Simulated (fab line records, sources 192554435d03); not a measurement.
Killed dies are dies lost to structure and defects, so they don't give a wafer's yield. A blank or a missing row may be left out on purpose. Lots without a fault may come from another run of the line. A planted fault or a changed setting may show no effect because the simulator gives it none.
Chamber matching | flow n5_finfet | N5_BEOL_M11_PECVD_70 on pecvd-01: 3 sister chambers
The step deposits SiO2 from TEOS/O2, target thk 20 nm, time 22.7 s. 3 wafers are shown with their chamber, then 7 later ones without.

WAFERS WITH THEIR CHAMBER
wafer  | chamber | throttle_valve_pct (%)
L085.6 | 1       | 22.9
L092.2 | 2       | 21.4
L092.3 | 0       | 23.0

WAFERS WITHOUT THEIR CHAMBER
wafer  | throttle_valve_pct (%)
L092.6 | 21.3
L094.2 | 22.9
L094.3 | 22.9
L094.4 | 22.9
L097.2 | 21.4
L097.4 | 21.2
L097.5 | 22.8

WHICH CHAMBER EACH WENT THROUGH
wafer  | from the rows above     | in truth
L092.6 | 2                       | 2
L094.2 | can't be placed: 1 or 0 | 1
L094.3 | can't be placed: 1 or 0 | 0
L094.4 | can't be placed: 1 or 0 | 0
L097.2 | 2                       | 2
L097.4 | 2                       | 2
L097.5 | can't be placed: 1 or 0 | 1
Placed correctly: 3 of 7. Can't be placed from these rows: 4 (the true chamber is among the candidates in 4). Placed wrongly: 0.
How it was worked out, from the rows above alone: a wafer's distance from a chamber is the root of the sum, over the readings, of the square of ((its reading less the chamber's mean) divided by the reading's scatter). The wafer belongs to the nearest chamber; if the next one is less than 2 further off, it can't be placed. A chamber's mean is the mean of its shown wafers. The scatter: with one shown wafer a chamber, the root of the mean of the squares of how far each hidden wafer lies from its nearest shown one.
